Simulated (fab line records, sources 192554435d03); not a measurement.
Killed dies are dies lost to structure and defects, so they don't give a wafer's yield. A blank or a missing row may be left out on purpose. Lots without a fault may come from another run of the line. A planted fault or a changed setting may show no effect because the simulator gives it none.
fab line records | flow n5_finfet
record lots=24 wafers=72 last_day=18
route steps=1938 shown WELL_APT@43 PMOS_HMC_CHANNEL_EPI@69 FIN_SAQP@102 STI_FIN_REVEAL@184
lots that met no fault: from a run of the same line without faults
start_h: hours from the record's first day to the start of the lot's first wafer shown | wait_h: hours since the lot's step before | " the same as in the row above | L1.1+2: a row that stands for several wafers | - no value, or no start given | * or withheld: withheld | < > ~ a bound
route shown NAME@n: a module of which the file shows steps, and the number in the route of the first | usual: mean/standard deviation of fault-free wafers | same: alike in all rows | chamber/n: place in a boat | sites: the reading at each site | _std_site: their standard deviation | _edge_site: outer sites' mean less inner sites' | radius_mm: how far each site lies from the wafer's centre | mask NAME#n: copy n | behind: the tool/chamber that last shaped the wafer | hold: why the lot was held/for how many hours/how that ended | device: the transistor (n, p or np) that didn't switch | end of line: the same wafers' tests at the end of the route | a step without rows: its recipe alone | killed: dies lost to structure and defects at the first sort, not the wafer's yield | map: a wafer's dies, x killed, . not, _ none there
set.NAME: the setting as run; set.NAME@STEP: as run at that earlier step | model.NAME: the simulator's own value behind a step, which no gauge read
steps of the route over a sample of lots; a table a step, a row a wafer
services: from which hour (start_h, from the record's first day; less than 0 if before it) a tool's chamber was out of use, for how many hours, and why
## steps
# step N5_WELL_APT_CD_MEAS_25
# recipe target_cd_nm=200 landing_energy_ev=500 detector=se_inlens
# usual cd_nm=199.5/2.2
# columns lot.wafer tool chamber start_h wait_h cd_nm
L074.3 cd_sem-03 0 16.54 - 199.8
L074.4 " 0 " " 196.7
L074.6 " 0 " " 198.9
L075.1 cd_sem-03 0 20.99 - 200.6
L075.3 " 0 " " 205.3
L075.5 " 0 " " 204.8
L076.3 cd_sem-02 0 26.98 - 200.3
L076.5 " 0 " " 198.8
L076.6 " 0 " " 199.8
L077.1 cd_sem-03 0 32.80 - 199.9
L077.2 " 0 " " 197.6
L077.6 " 0 " " 200.1
L078.3 cd_sem-03 0 39.08 - 198.6
L078.5 " 0 " " 201.5
L078.6 " 0 " " 196.8
L079.2 cd_sem-02 0 45.09 - 198.2
L079.3 " 0 " " 198.7
L079.6 " 0 " " 198.1
L080.1 cd_sem-01 0 51.32 - 197.1
L080.2 " 0 " " 203.0
L080.3 " 0 " " 201.2
L081.1 cd_sem-01 0 57.07 - 201.3
L081.3 " 0 " " 200.7
L081.6 " 0 " " 203.7
L082.4 cd_sem-01 0 63.32 - 203.9
L082.5 " 0 " " 200.9
L082.6 " 0 " " 200.5
L083.3 cd_sem-01 0 68.82 - 201.1
L083.4 " 0 " " 200.8
L083.6 " 0 " " 200.5
L084.1 cd_sem-02 0 75.37 - 200.1
L084.4 " 0 " " 198.6
L084.6 " 0 " " 197.6
L085.2 cd_sem-02 0 80.73 - 198.1
L085.3 " 0 " " 193.3
L085.4 " 0 " " 195.7
L086.1 cd_sem-03 0 87.01 - 196.0
L086.2 " 0 " " 197.3
L086.3 " 0 " " 196.5
L087.1 cd_sem-03 0 93.66 - 198.4
L087.4 " 0 " " 199.0
L087.5 " 0 " " 199.5
L088.1 cd_sem-01 0 99.56 - 198.0
L088.3 " 0 " " 198.0
L088.6 " 0 " " 200.3
L089.3 cd_sem-02 0 105.02 - 196.7
L089.4 " 0 " " 199.1
L089.6 " 0 " " 198.8
L090.2 cd_sem-02 0 111.48 - 198.8
L090.4 " 0 " " 195.5
L090.6 " 0 " " 200.0
L091.2 cd_sem-01 0 117.12 - 199.0
L091.4 " 0 " " 202.0
L091.5 " 0 " " 200.3
L092.1 cd_sem-01 0 124.07 - 199.3
L092.2 " 0 " " 200.8
L092.5 " 0 " " 201.4
L093.2 cd_sem-01 0 129.01 - 196.2
L093.4 " 0 " " 201.2
L093.5 " 0 " " 196.0
L094.3 cd_sem-02 0 135.08 - 199.8
L094.4 " 0 " " 200.4
L094.5 " 0 " " 201.9
L095.2 cd_sem-02 0 141.31 - 203.4
L095.3 " 0 " " 200.7
L095.5 " 0 " " 202.8
L096.2 cd_sem-01 0 147.50 - 199.0
L096.4 " 0 " " 202.4
L096.6 " 0 " " 199.6
L097.2 cd_sem-01 0 153.11 - 196.4
L097.3 " 0 " " 199.8
L097.5 " 0 " " 197.7
# step N5_WELL_APT_INSPECT_27
# recipe mode=adi inspect_instrument=macro
# usual raw_defect_count=2.2/1.5
# columns lot.wafer tool chamber start_h wait_h raw_defect_count
L074.3 defect_inspect-02 - 16.59 0.0 5
L074.4 " - " " 1
L074.6 " - " " 2
L075.1 defect_inspect-02 - 21.04 0.0 2
L075.3 " - " " 3
L075.5 " - " " 2
L076.3 defect_inspect-01 - 27.03 0.0 0
L076.5 " - " " 3
L076.6 " - " " 0
L077.1 defect_inspect-01 - 32.87 0.0 1
L077.2 " - " " 1
L077.6 " - " " 0
L078.3 defect_inspect-02 - 39.13 0.0 0
L078.5 " - " " 3
L078.6 " - " " 1
L079.2 defect_inspect-02 - 45.15 0.0 2
L079.3 " - " " 1
L079.6 " - " " 3
L080.1 defect_inspect-01 - 51.37 0.0 3
L080.2 " - " " 1
L080.3 " - " " 3
L081.1 defect_inspect-01 - 57.12 0.0 5
L081.3 " - " " 3
L081.6 " - " " 1
L082.4 defect_inspect-02 - 63.38 0.0 3
L082.5 " - " " 7
L082.6 " - " " 1
L083.3 defect_inspect-01 - 68.87 0.0 4
L083.4 " - " " 1
L083.6 " - " " 4
L084.1 defect_inspect-02 - 75.42 0.0 2
L084.4 " - " " 1
L084.6 " - " " 1
L085.2 defect_inspect-02 - 80.79 0.0 1
L085.3 " - " " 1
L085.4 " - " " 4
L086.1 defect_inspect-01 - 87.07 0.0 4
L086.2 " - " " 3
L086.3 " - " " 2
L087.1 defect_inspect-02 - 93.71 0.0 1
L087.4 " - " " 4
L087.5 " - " " 4
L088.1 defect_inspect-01 - 99.61 0.0 3
L088.3 " - " " 1
L088.6 " - " " 2
L089.3 defect_inspect-02 - 105.08 0.0 3
L089.4 " - " " 6
L089.6 " - " " 0
L090.2 defect_inspect-02 - 111.53 0.0 0
L090.4 " - " " 3
L090.6 " - " " 1
L091.2 defect_inspect-02 - 117.17 0.0 2
L091.4 " - " " 4
L091.5 " - " " 1
L092.1 defect_inspect-01 - 124.12 0.0 3
L092.2 " - " " 0
L092.5 " - " " 1
L093.2 defect_inspect-01 - 129.06 0.0 2
L093.4 " - " " 0
L093.5 " - " " 1
L094.3 defect_inspect-02 - 135.13 0.0 5
L094.4 " - " " 2
L094.5 " - " " 4
L095.2 defect_inspect-02 - 141.36 0.0 3
L095.3 " - " " 0
L095.5 " - " " 2
L096.2 defect_inspect-02 - 147.55 0.0 3
L096.4 " - " " 3
L096.6 " - " " 2
L097.2 defect_inspect-01 - 153.16 0.0 3
L097.3 " - " " 3
L097.5 " - " " 2
# step N5_PMOS_HMC_CHANNEL_EPI_ETCH_32
# recipe chemistry=N2/H2 target=BARC stop_on=SiO2 target_depth_a=858 over_etch_frac=0.3 time_s=50.3 ion_energy_ev=200 mask_material=CAR-ArF-block pressure_mtorr=30 source_w=840 bias_w=150 n2_flow_sccm=200 h2_flow_sccm=200
# usual drypump_motor_current_A=5.80/0.27 oes_product_au=0.68/0.078 rf_vpp_V=524.9/2.4 showerhead_plenum_p_Torr=2.58/0.08 throttle_valve_pct=17.9/0.3
# columns lot.wafer tool chamber start_h wait_h drypump_motor_current_A oes_product_au rf_hours_counter_h rf_vpp_V showerhead_plenum_p_Torr throttle_valve_pct
L074.3 rie_diel-06 2 19.24 0.0 5.82 0.67 116 523.9 2.57 18.1
L074.4 " 0 " " 6.10 0.64 163 524.3 2.53 17.8
L074.6 " 3 " " 5.88 0.84 - 522.9 2.49 17.2
L075.1 rie_diel-05 2 23.57 0.0 6.05 0.63 152 521.2 2.45 18.2
L075.3 " 0 " " 5.64 0.60 206 525.6 2.62 17.7
L075.5 " 0 " " 5.62 0.59 - 523.8 2.62 17.7
L076.3 rie_diel-06 3 29.28 0.0 5.87 0.82 4 523.4 2.49 17.2
L076.5 " 2 " " 5.86 0.67 - 524.7 2.56 18.1
L076.6 " 1 " " 5.41 0.69 - 526.9 2.67 18.0
L077.1 rie_diel-03 2 35.64 0.0 5.71 0.83 6 529.6 2.71 17.4
L077.2 " 0 " " 5.62 0.58 247 524.6 2.63 18.4
L077.6 " 3 " " 5.46 0.72 - 521.6 2.49 18.1
L078.3 rie_diel-06 3 42.39 0.0 5.83 0.81 8 522.1 2.48 17.3
L078.5 " 3 " " 5.83 0.81 - 522.2 2.48 17.3
L078.6 " 2 " " 5.86 0.66 - 524.6 2.56 18.1
L079.2 rie_diel-05 2 48.30 0.0 6.07 0.63 156 521.3 2.45 18.1
L079.3 " 0 " " 5.65 0.59 214 525.1 2.62 17.7
L079.6 " 0 " " 5.62 0.60 - 527.0 2.62 17.7
L080.1 rie_diel-03 3 53.70 0.0 5.46 0.72 82 521.4 2.49 18.1
L080.2 " 2 " " 5.70 0.81 11 526.9 2.71 17.4
L080.3 " 1 " " 6.36 0.66 124 526.2 2.66 17.5
L081.1 rie_diel-05 2 59.24 0.0 6.04 0.63 159 521.3 2.45 18.2
L081.3 " 3 " " 5.64 0.58 241 525.4 2.59 18.0
L081.6 " 2 " " 6.07 0.63 - 520.2 2.45 18.2
L082.4 rie_diel-06 0 65.86 0.0 6.11 0.63 179 523.6 2.52 17.8
L082.5 " 1 " " 5.41 0.68 - 528.2 2.66 18.0
L082.6 " 2 " " 5.83 0.66 - 523.3 2.56 18.1
L083.3 rie_diel-06 0 71.84 0.0 6.09 0.63 181 523.8 2.52 17.9
L083.4 " 1 " " 5.41 0.67 119 527.6 2.66 18.0
L083.6 " 0 " " 6.09 0.63 - 523.1 2.52 17.8
L084.1 rie_diel-06 2 78.25 0.0 5.86 0.66 136 522.7 2.56 18.1
L084.4 " 1 " " 5.40 0.68 122 526.1 2.66 18.0
L084.6 " 0 " " 6.09 0.63 - 523.8 2.52 17.9
L085.2 rie_diel-03 3 84.00 0.0 5.45 0.70 91 522.5 2.49 18.1
L085.3 " 0 " " 5.63 0.83 5 526.4 2.62 17.9
L085.4 " 2 " " 5.72 0.79 21 528.9 2.71 17.4
L086.1 rie_diel-06 2 89.83 0.0 5.83 0.66 140 524.3 2.56 18.1
L086.2 " 3 " " 5.85 0.77 25 521.5 2.48 17.3
L086.3 " 1 " " 5.45 0.67 127 527.7 2.66 18.0
L087.1 rie_diel-06 3 95.95 0.0 5.86 0.77 27 521.6 2.48 17.3
L087.4 " 1 " " 5.42 0.67 - 529.5 2.66 18.0
L087.5 " 2 " " 5.83 0.65 - 524.3 2.56 18.1
L088.1 rie_diel-05 0 102.47 0.0 5.64 0.57 233 526.0 2.61 17.7
L088.3 " 2 " " 6.05 0.61 173 522.0 2.44 18.2
L088.6 " 1 " " 5.93 0.62 - 527.8 2.64 18.2
L089.3 rie_diel-05 3 108.92 0.0 5.65 0.83 0 524.3 2.59 17.7
L089.4 " 0 " " 5.66 0.58 236 525.8 2.61 17.7
L089.6 " 0 " " 5.65 0.58 - 527.6 2.61 17.8
L090.2 rie_diel-05 3 114.26 0.0 5.63 0.82 2 526.0 2.59 17.6
L090.4 " 1 " " 5.93 0.61 186 527.3 2.64 18.2
L090.6 " 2 " " 6.04 0.61 - 518.9 2.44 18.2
L091.2 rie_diel-05 2 119.44 0.0 6.08 0.61 178 520.1 2.44 18.2
L091.4 " 0 " " 5.62 0.57 239 526.6 2.61 17.8
L091.5 " 1 " " 5.92 0.61 - 527.2 2.64 18.2
L092.1 rie_diel-03 2 127.60 0.0 5.72 0.78 31 527.0 2.70 17.4
L092.2 " 1 " " 6.37 0.63 147 527.1 2.65 17.5
L092.5 " 1 " " 6.30 0.63 - 526.9 2.65 17.6
L093.2 rie_diel-03 2 131.37 0.0 5.73 0.76 32 526.7 2.70 17.5
L093.4 " 3 " " 5.46 0.69 104 521.6 2.48 18.1
L093.5 " 1 " " 6.31 0.63 - 526.7 2.65 17.6
L094.3 rie_diel-03 1 137.24 0.0 6.33 0.64 150 526.2 2.65 17.6
L094.4 " 2 " " 5.72 0.76 34 528.0 2.70 17.4
L094.5 " 0 " " 5.62 0.79 - 524.5 2.62 17.9
L095.2 rie_diel-03 1 143.98 0.0 6.31 0.63 152 526.4 2.65 17.6
L095.3 " 2 " " 5.73 0.77 36 528.2 2.70 17.4
L095.5 " 0 " " 5.63 0.79 - 527.1 2.62 17.9
L096.2 rie_diel-06 3 150.22 0.0 5.88 0.75 44 520.6 2.47 17.3
L096.4 " 1 " " 5.42 0.66 145 525.7 2.65 18.0
L096.6 " 0 " " 6.16 0.61 - 521.8 2.51 17.9
L097.2 rie_diel-05 1 155.98 0.0 5.92 0.60 199 526.9 2.63 18.2
L097.3 " 2 " " 6.09 0.60 190 520.6 2.43 18.2
L097.5 " 3 " " 5.65 0.78 - 526.3 2.58 17.7
# step N5_FIN_SAQP_HM_DEP_72
# recipe material=SiO2 target_thk_a=120 temp_c=400 precursor=SiH4/N2O pressure_torr=0.75 rf_w=275 time_s=7.2
# usual heater_power_w=791/98 showerhead_plenum_p_Torr=8.21/0.13
# columns lot.wafer tool chamber start_h wait_h heater_power_w showerhead_plenum_p_Torr
L074.3 pecvd-02 0 23.00 0.0 616 8.13
L074.4 " 0 " " 618 8.08
L074.6 " 1 " " 626 7.92
L075.1 pecvd-04 0 28.00 0.0 787 8.39
L075.3 " 1 " " 895 8.25
L075.5 " 1 " " 885 8.24
L076.3 pecvd-02 1 33.85 0.0 638 7.91
L076.5 " 2 " " 794 8.32
L076.6 " 0 " " 664 8.08
L077.1 pecvd-01 0 40.34 0.0 785 8.25
L077.2 " 1 " " 894 8.16
L077.6 " 2 " " 813 8.16
L078.3 pecvd-02 2 46.67 0.0 811 8.32
L078.5 " 2 " " 816 8.33
L078.6 " 0 " " 672 8.10
L079.2 pecvd-02 0 52.28 0.0 676 8.09
L079.3 " 2 " " 741 8.30
L079.6 " 2 " " 756 8.31
L080.1 pecvd-01 1 57.36 0.0 931 8.13
L080.2 " 0 " " 693 8.26
L080.3 " 2 " " 809 8.18
L081.1 pecvd-01 0 64.08 0.0 785 8.22
L081.3 " 1 " " 885 8.13
L081.6 " 2 " " 719 8.16
L082.4 pecvd-01 1 70.53 0.1 952 8.13
L082.5 " 0 " " 664 8.26
L082.6 " 2 " " 815 8.15
L083.3 pecvd-01 1 75.80 0.0 929 8.15
L083.4 " 0 " " 765 8.26
L083.6 " 1 " " 960 8.14
L084.1 pecvd-04 0 84.27 0.0 749 8.38
L084.4 " 2 " " 734 8.23
L084.6 " 1 " " 859 8.26
L085.2 pecvd-02 2 87.81 0.0 714 8.30
L085.3 " 0 " " 660 8.08
L085.4 " 2 " " 694 8.31
L086.1 pecvd-04 0 94.18 0.0 792 8.38
L086.2 " 1 " " 910 8.26
L086.3 " 2 " " 777 8.21
L087.1 pecvd-04 2 99.71 0.0 773 8.21
L087.4 " 0 " " 696 8.40
L087.5 " 1 " " 877 8.23
L088.1 pecvd-04 2 106.98 0.0 776 8.24
L088.3 " 0 " " 788 8.37
L088.6 " 2 " " 791 8.22
L089.3 pecvd-02 0 113.41 0.0 664 8.07
L089.4 " 1 " " 598 7.91
L089.6 " 2 " " 819 8.33
L090.2 pecvd-01 1 117.86 0.0 947 8.13
L090.4 " 2 " " 776 8.17
L090.6 " 2 " " 767 8.16
L091.2 pecvd-04 0 123.33 0.0 797 8.40
L091.4 " 1 " " 916 8.26
L091.5 " 0 " " 833 8.38
L092.1 pecvd-01 2 131.21 0.0 770 8.17
L092.2 " 1 " " 908 8.13
L092.5 " 1 " " 920 8.13
L093.2 pecvd-04 1 135.35 0.0 863 8.25
L093.4 " 0 " " 750 8.36
L093.5 " 2 " " 808 8.23
L094.3 pecvd-01 2 141.04 0.0 810 8.16
L094.4 " 1 " " 948 8.15
L094.5 " 2 " " 791 8.17
L095.2 pecvd-04 0 148.13 0.0 815 8.39
L095.3 " 1 " " 941 8.24
L095.5 " 2 " " 817 8.24
L096.2 pecvd-04 1 154.58 0.0 855 8.24
L096.4 " 0 " " 775 8.39
L096.6 " 1 " " 857 8.27
L097.2 pecvd-04 1 159.83 0.0 917 8.26
L097.3 " 2 " " 794 8.23
L097.5 " 0 " " 799 8.39
# step N5_FIN_SAQP_SPACER1_ALD_24
# recipe material=SiO2 target_thk_a=203 temp_c=300 ald_precursor_family=BDEAS ald_co_reactant=O2-plasma pulse_time_s=1 purge_time_s=2 co_reactant_purge_time_s=2 ald_cycles=218 pressure_torr=2
# usual heater_power_w=477/43 precursor_pulse_height_rel=1.001/0.021
# columns lot.wafer tool chamber start_h wait_h heater_power_w precursor_pulse_height_rel
L074.3 ald_sin-02 1 24.64 0.1 531 1.031
L074.4 " 0 " " 453 1.026
L074.6 " 1 " " 536 0.982
L075.1 ald_sin-03 3 29.66 0.3 543 0.981
L075.3 " 1 " " 488 0.969
L075.5 " 3 " " 530 1.032
L076.3 ald_sin-03 1 35.50 0.1 510 1.004
L076.5 " 0 " " 431 1.013
L076.6 " 1 " " 496 0.974
L077.1 ald_sin-04 1 42.12 0.3 427 0.990
L077.2 " 3 " " 517 0.984
L077.6 " 2 " " 486 0.999
L078.3 ald_sin-04 3 48.30 0.1 509 0.990
L078.5 " 3 " " 511 0.989
L078.6 " 2 " " 498 0.998
L079.2 ald_sin-04 2 54.32 0.7 495 0.963
L079.3 " 3 " " 535 0.980
L079.6 " 1 " " 413 1.015
L080.1 ald_sin-02 3 59.10 0.5 440 0.987
L080.2 " 1 " " 536 0.999
L080.3 " 2 " " 393 0.979
L081.1 ald_sin-04 0 65.73 0.3 498 1.023
L081.3 " 2 " " 498 0.997
L081.6 " 1 " " 438 1.001
L082.4 ald_sin-03 3 72.14 0.1 554 1.024
L082.5 " 0 " " 453 0.988
L082.6 " 1 " " 488 1.007
L083.3 ald_sin-03 3 77.63 0.2 543 0.988
L083.4 " 2 " " 481 1.017
L083.6 " 3 " " 547 1.015
L084.1 ald_sin-03 3 86.12 0.3 546 0.987
L084.4 " 0 " " 440 0.967
L084.6 " 2 " " 475 0.997
L085.2 ald_sin-04 2 89.45 0.3 500 0.972
L085.3 " 0 " " 507 1.010
L085.4 " 3 " " 532 1.012
L086.1 ald_sin-03 1 96.33 0.7 506 0.984
L086.2 " 3 " " 533 0.996
L086.3 " 0 " " 460 1.022
L087.1 ald_sin-02 3 101.47 0.3 452 0.949
L087.4 " 0 " " 451 0.988
L087.5 " 3 " " 435 1.000
L088.1 ald_sin-03 0 109.07 0.3 452 1.000
L088.3 " 2 " " 470 1.012
L088.6 " 2 " " 472 0.990
L089.3 ald_sin-02 2 115.56 0.4 397 1.010
L089.4 " 3 " " 449 0.973
L089.6 " 3 " " 430 0.970
L090.2 ald_sin-03 3 120.59 0.5 530 1.030
L090.4 " 0 " " 438 1.024
L090.6 " 0 " " 440 1.000
L091.2 ald_sin-02 0 126.47 0.9 462 0.962
L091.4 " 3 " " 440 1.050
L091.5 " 1 " " 508 1.039
L092.1 ald_sin-04 2 133.91 0.8 495 1.033
L092.2 " 3 " " 527 1.007
L092.5 " 1 " " 428 1.007
L093.2 ald_sin-02 1 137.33 0.4 536 1.004
L093.4 " 2 " " 389 0.993
L093.5 " 1 " " 534 1.033
L094.3 ald_sin-02 2 142.74 0.1 402 0.992
L094.4 " 0 " " 463 0.979
L094.5 " 1 " " 529 1.018
L095.2 ald_sin-02 0 149.93 0.3 457 1.010
L095.3 " 3 " " 439 1.062
L095.5 " 2 " " 408 1.014
L096.2 ald_sin-04 1 156.26 0.3 430 0.999
L096.4 " 2 " " 491 0.972
L096.6 " 2 " " 516 0.986
L097.2 ald_sin-03 3 161.77 0.7 540 0.947
L097.3 " 1 " " 518 1.025
L097.5 " 0 " " 457 0.976
# step N5_STI_FIN_REVEAL_ALD_14
# recipe material=Si3N4 target_thk_a=30 temp_c=400 ald_precursor_family=SiH2I2 ald_co_reactant=N2/H2-plasma pressure_torr=2
# usual heater_power_w=877/85
# columns lot.wafer tool chamber start_h wait_h heater_power_w
L074.3 ald_sin-04 3 30.61 0.0 931
L074.4 " 0 " " 890
L074.6 " 2 " " 871
L075.1 ald_sin-04 0 34.33 0.0 902
L075.3 " 2 " " 878
L075.5 " 2 " " 900
L076.3 ald_sin-04 1 40.39 0.0 762
L076.5 " 3 " " 953
L076.6 " 2 " " 900
L077.1 ald_sin-01 3 47.46 0.0 1002
L077.2 " 2 " " 890
L077.6 " 2 " " 890
L078.3 ald_sin-04 3 53.09 0.0 931
L078.5 " 2 " " 853
L078.6 " 3 " " 911
L079.2 ald_sin-04 0 60.05 0.0 893
L079.3 " 3 " " 913
L079.6 " 2 " " 853
L080.1 ald_sin-01 0 63.87 0.0 767
L080.2 " 3 " " 1033
L080.3 " 1 " " 970
L081.1 ald_sin-01 2 71.60 0.0 919
L081.3 " 1 " " 997
L081.6 " 2 " " 925
L082.4 ald_sin-02 1 77.12 0.0 958
L082.5 " 3 " " 790
L082.6 " 2 " " 729
L083.3 ald_sin-02 3 82.80 0.0 764
L083.4 " 0 " " 810
L083.6 " 1 " " 951
L084.1 ald_sin-01 3 93.02 0.0 1029
L084.4 " 2 " " 916
L084.6 " 1 " " 995
L085.2 ald_sin-04 2 94.44 0.0 893
L085.3 " 1 " " 766
L085.4 " 0 " " 907
L086.1 ald_sin-04 0 101.17 0.0 864
L086.2 " 1 " " 764
L086.3 " 2 " " 876
L087.1 ald_sin-04 2 106.95 0.0 895
L087.4 " 1 " " 772
L087.5 " 1 " " 758
L088.1 ald_sin-02 2 114.50 0.0 721
L088.3 " 1 " " 946
L088.6 " 1 " " 922
L089.3 ald_sin-04 0 121.04 0.0 876
L089.4 " 1 " " 798
L089.6 " 0 " " 883
L090.2 ald_sin-01 0 126.75 0.0 770
L090.4 " 1 " " 985
L090.6 " 3 " " 1019
L091.2 ald_sin-04 2 131.53 0.0 883
L091.4 " 1 " " 789
L091.5 " 3 " " 926
L092.1 ald_sin-01 2 138.47 0.0 918
L092.2 " 3 " " 1005
L092.5 " 3 " " 1004
L093.2 ald_sin-01 1 142.04 0.0 995
L093.4 " 0 " " 779
L093.5 " 3 " " 1031
L094.3 ald_sin-01 2 148.00 0.0 903
L094.4 " 1 " " 968
L094.5 " 0 " " 778
L095.2 ald_sin-02 0 155.56 0.0 841
L095.3 " 3 " " 803
L095.5 " 1 " " 954
L096.2 ald_sin-02 3 161.68 0.0 809
L096.4 " 2 " " 703
L096.6 " 3 " " 772
L097.2 ald_sin-04 2 166.36 0.0 905
L097.3 " 0 " " 896
L097.5 " 1 " " 788
## services
# columns tool chamber start_h hours kind
ald_sin-04 2 15.86 1.7 repair
ald_sin-01 - 18.60 0.7 repair
rie_diel-05 2 35.38 8.6 repair
rie_diel-05 - 46.87 0.3 repair
pecvd-01 - 51.57 2.8 pm
ald_sin-03 - 57.96 6.4 repair
ald_sin-04 3 67.01 5.7 repair
ald_sin-01 3 71.05 3.9 repair
rie_diel-05 2 72.79 5.3 repair
pecvd-04 - 80.50 2.7 repair
rie_diel-06 0 85.75 15.1 repair
ald_sin-02 - 86.02 14.0 pm
ald_sin-02 0 86.02 14.0 vent_cycle
ald_sin-02 1 86.02 14.0 vent_cycle
ald_sin-02 2 86.02 14.0 vent_cycle
ald_sin-02 3 86.02 14.0 vent_cycle
rie_diel-06 2 92.67 2.6 repair
ald_sin-01 - 107.66 6.1 pm
pecvd-01 - 110.41 6.0 pm
rie_diel-03 2 120.54 4.1 repair
pecvd-01 0 124.34 8.1 repair
ald_sin-04 0 136.29 5.6 repair
pecvd-02 - 144.48 2.8 pm
rie_diel-03 - 157.42 0.6 repair
## key
fault none
